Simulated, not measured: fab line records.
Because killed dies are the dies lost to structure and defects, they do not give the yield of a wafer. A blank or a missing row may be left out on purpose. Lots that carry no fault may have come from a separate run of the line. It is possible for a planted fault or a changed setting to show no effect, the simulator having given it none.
Problem report in the 8D (eight disciplines) form, filled by code    flow n5_finfet    the parts of the form that need people (team, actions taken, sign-off) are left out

1. WHAT IS WRONG
Mean of killed_at_M4_up at N5_PASSIVATION_PROBE_49: 150 across 6 wafers in 2 lots; on wafers with no fault it is 13 (standard deviation 6). Measured from the usual mean, that is +23 standard deviations.
Seen first at day 15 09:03 on prober-01, wafer L703.1. The record holds 6 wafers of 2 lots with a number at this step. By rule, "out" or "out of limits" means more than 4 standard deviations away from the usual mean. The other wafers with a number count as sound.

2. WHAT THIS IS AND IS NOT
question                     is                                                                                                    is not
which readings at this step  killed_at_M4_up, defect_limited_yield, killed_dies, sort_bin_5_function, sort_n_pass, sort_yield_pct  killed_at_M0_to_M3, killed_at_front_end, killed_at_other, killed_open, killed_short, sort_bin_6_memory
which lots                   L703, L706                                                                                            -
which wafers of those lots   all that have a number                                                                                -
read on which tools          prober-01                                                                                             -
when                         from day 15 09:03                                                                                     up to then (0 sound wafers)

3. THE SUSPECTS, EACH WITH WHAT RULES IT OUT
Counting: a tool stays on the suspect list if, at a process step up to the reading, it processed all lots that are out and no sound lot following the first of them.
- pvd_sputter-02 at N5_BEOL_M12_PRE_CLEAN_42 (time 30 s): kept. It ran every lot that is out, first L703 (day 13 12:41), and no sound lot after that.
- prober-01 at N5_PASSIVATION_PROBE_49: kept. It ran every lot that is out, first L703 (day 15 09:03), and no sound lot after that. Its own defect_limited_yield, killed_at_M4_up, killed_dies, sort_bin_5_function, sort_n_pass, sort_yield_pct readings are out on those wafers.
The count leaves prober-01 at N5_PASSIVATION_PROBE_49 and pvd_sputter-02 at N5_BEOL_M12_PRE_CLEAN_42.

4. THE CAUSE (what the simulator had put in)
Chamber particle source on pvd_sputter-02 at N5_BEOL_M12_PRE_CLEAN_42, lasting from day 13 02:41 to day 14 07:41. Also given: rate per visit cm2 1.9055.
2 suspects survive the count, and this tool is in that group.

5. THE EFFECT CHAIN, in route order
Each row: a reading where the mean over the struck wafers with a number is more than 3 standard deviations away from the usual. Only readings for which the record gives a usual standard deviation are gone through. hours: the time from each lot's start at the first step in this table that gives one to its start at this step, as a median over the lots. sigmas: the change in usual standard deviations.
hours  step                     reading               usual   on struck wafers  change  sigmas
0      N5_PASSIVATION_PROBE_49  defect_limited_yield  91.0 %  80.9              -10.1   -6.7
0      N5_PASSIVATION_PROBE_49  killed_at_M4_up       13      150               +137    +23
0      N5_PASSIVATION_PROBE_49  killed_dies           106     225               +119    +6.6
0      N5_PASSIVATION_PROBE_49  sort_bin_5_function   5.2 %   11.1              +5.9    +6.1
0      N5_PASSIVATION_PROBE_49  sort_n_pass           1074    955               -119    -6.6
0      N5_PASSIVATION_PROBE_49  sort_yield_pct        91.0 %  80.9              -10.1   -6.7
Its process steps:
- N5_PASSIVATION_PROBE_49

6. HOW IT WOULD HAVE BEEN CAUGHT EARLIER
In this record the first reading out of limits was taken at day 15 09:03, 54 hours after the fault began at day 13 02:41.
Tool readings at N5_BEOL_M12_PRE_CLEAN_42 with a usual standard deviation given in the record: none out on any struck wafer, hence no alarm at a limit of 4 standard deviations on them.
By day 15 09:03, every lot that is out (2) had started N5_BEOL_M12_PRE_CLEAN_42 on pvd_sputter-02. None of them would have been spared by holding the tool at that moment.
